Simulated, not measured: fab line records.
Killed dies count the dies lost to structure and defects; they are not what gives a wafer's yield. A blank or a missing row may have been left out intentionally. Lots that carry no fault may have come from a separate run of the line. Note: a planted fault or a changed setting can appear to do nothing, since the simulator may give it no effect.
A lot that was struck, set against a sound lot ; flow n5_finfet ; 15 steps out of a route of 1938
Sound: the wafers L947.1, L947.4, L947.5. Struck: wafer L960.6. (L960.2, L960.5 of the same lot were not struck and are left out.) The cause comes at the end.
For every step that has rows: the tool of each side, followed by ch and its chambers, followed by its first start. Under that, the readings that differ: sound wafers ; struck wafers ; difference of the means ; sigmas: that difference in standard deviations of wafers without a fault.
alike: same words and numbers on both sides, and readings whose means sit less than 2 such deviations apart. not compared: any withheld reading, any reading some wafer has no value for, any bound like >300 that may hide the same value, and any number with overlapping values for which the record gives no deviation.
Wherever a step has rows on one side only, a row that says differs or no value, or a row with sigmas, the two part there. Non-overlapping numbers with no deviation appear without sigmas and do not part them. Lack of a reading on every wafer of one side parts them only where that side has two or more wafers.

first, 4 steps without rows for these wafers: N5_BEOL_M1_SOFTBAKE_23 (time 60 s); N5_BEOL_M1_EXPOSE_25 (exposes mask V0, defocus 5 nm, target cd 24 nm); N5_BEOL_M1_PEB_26 (peb time 60 s); N5_BEOL_M1_DEVELOP_27 (develop time 30 s).
N5_BEOL_M1_CD_MEAS_28: target cd y 23.3 nm.
  sound on cd_sem-03 ch 0, day 7 12:57; struck on cd_sem-01 ch 0, day 10 18:05
  alike: cd_nm
N5_BEOL_M1_OVL_MEAS_29:
  sound on overlay-01 ch 0, day 7 12:59; struck on overlay-01 ch 0, day 10 18:08
  alike: V0_OVL
N5_BEOL_M1_INSPECT_30: inspects for defects (brightfield).
  sound on defect_inspect-01 at day 7 13:02; struck on defect_inspect-02 at day 10 18:11
  alike: raw_defect_count
N5_BEOL_M1_DESCUM_33: chemistry O2, time 7 s.
  sound on rie_diel-02 ch 1,3, day 7 13:05; struck on rie_diel-06 ch 2, day 10 18:27
  alike: drypump_motor_current_A, oes_product_au, rf_vpp_V, showerhead_plenum_p_Torr, throttle_valve_pct
  not compared: rf_hours_counter_h
N5_BEOL_M1_ETCH_77: etches underlayer in N2/H2, target depth 6.5 nm, time 5.2 s.
  sound on rie_diel-02 ch 1,3, day 7 13:07; struck on rie_diel-06 ch 2, day 10 18:29
  alike: drypump_motor_current_A, etch_rf_on_time_s, oes_product_au, rf_vpp_V, showerhead_plenum_p_Torr, throttle_valve_pct
  not compared: rf_hours_counter_h
N5_BEOL_M1_ETCH_69: etches SiARC in CF4, target depth 15.6 nm, time 26 s.
  sound on rie_diel-02 ch 1,3, day 7 13:08; struck on rie_diel-06 ch 2, day 10 18:30
  alike: cf4_flow_sccm, drypump_motor_current_A, etch_rf_on_time_s, oes_product_au, rf_vpp_V, showerhead_plenum_p_Torr, throttle_valve_pct
  not compared: rf_hours_counter_h
N5_BEOL_M1_ALD_98: deposits SiO2, target thk 2.5 nm, pulse time 1 s, co reactant pulse time 1 s.
  sound on ald_sin-02 ch 0,2,3, day 7 13:21; struck on ald_sin-01 ch 2, day 10 18:38
reading;sound;struck;difference;sigmas
heater_power_w (W);87 102 81;59;-31;-3
  alike: heater_power_outer_w, precursor_pulse_height_rel, susceptor_temp_C
N5_BEOL_M1_ETCHBACK_99: etches SiO2 in CHF3, target depth 5 nm, time 10.4 s.
  sound on rie_diel-06 ch 0,1,2, day 7 22:59; struck on rie_diel-02 ch 0, day 10 21:50
reading;sound;struck;difference;sigmas
drypump_motor_current_A (A);6.0 5.7 6.2;5.1;-0.9;-2
throttle_valve_pct (%);16.83 17.14 16.73;17.44;+0.54;+2
  alike: oes_product_au, rf_vpp_V, showerhead_plenum_p_Torr
  not compared: rf_hours_counter_h
N5_BEOL_M1_ETCH_70: etches SOC in N2/H2, target depth 80 nm, overetch 16 nm, time 120 s.
  sound on rie_diel-06 ch 0,1,2, day 7 23:01; struck on rie_diel-02 ch 0, day 10 21:53
reading;sound;struck;difference;sigmas
run_length_s (s);143.1 143.2 143.7;136.2;-7.1;-13
  alike: drypump_motor_current_A, oes_product_au, rf_vpp_V, showerhead_plenum_p_Torr, throttle_valve_pct
  not compared: rf_hours_counter_h, model.SiARC_of_BEOL_M1_COAT_68.thk_nm
then, 1 step without rows for these wafers: N5_BEOL_M1_STRIP_71 (strips in N2/H2).
N5_BEOL_M4_RC_MEAS_101:
  sound on prober-01 ch 0, day 9 08:31; struck on prober-01 ch 0, day 12 12:22
  alike: DIBL_N, DIBL_P, IOFF_N, IOFF_P, ION_N, ION_P, SS_N, SS_P, VT_N, VT_P

## WHERE THEY PART
First at N5_BEOL_M1_ALD_98; last, within this record, at N5_BEOL_M1_ETCH_70. Later steps at which nothing parts them and some readings are alike: N5_BEOL_M4_RC_MEAS_101.

WHY: whatever the simulator had introduced
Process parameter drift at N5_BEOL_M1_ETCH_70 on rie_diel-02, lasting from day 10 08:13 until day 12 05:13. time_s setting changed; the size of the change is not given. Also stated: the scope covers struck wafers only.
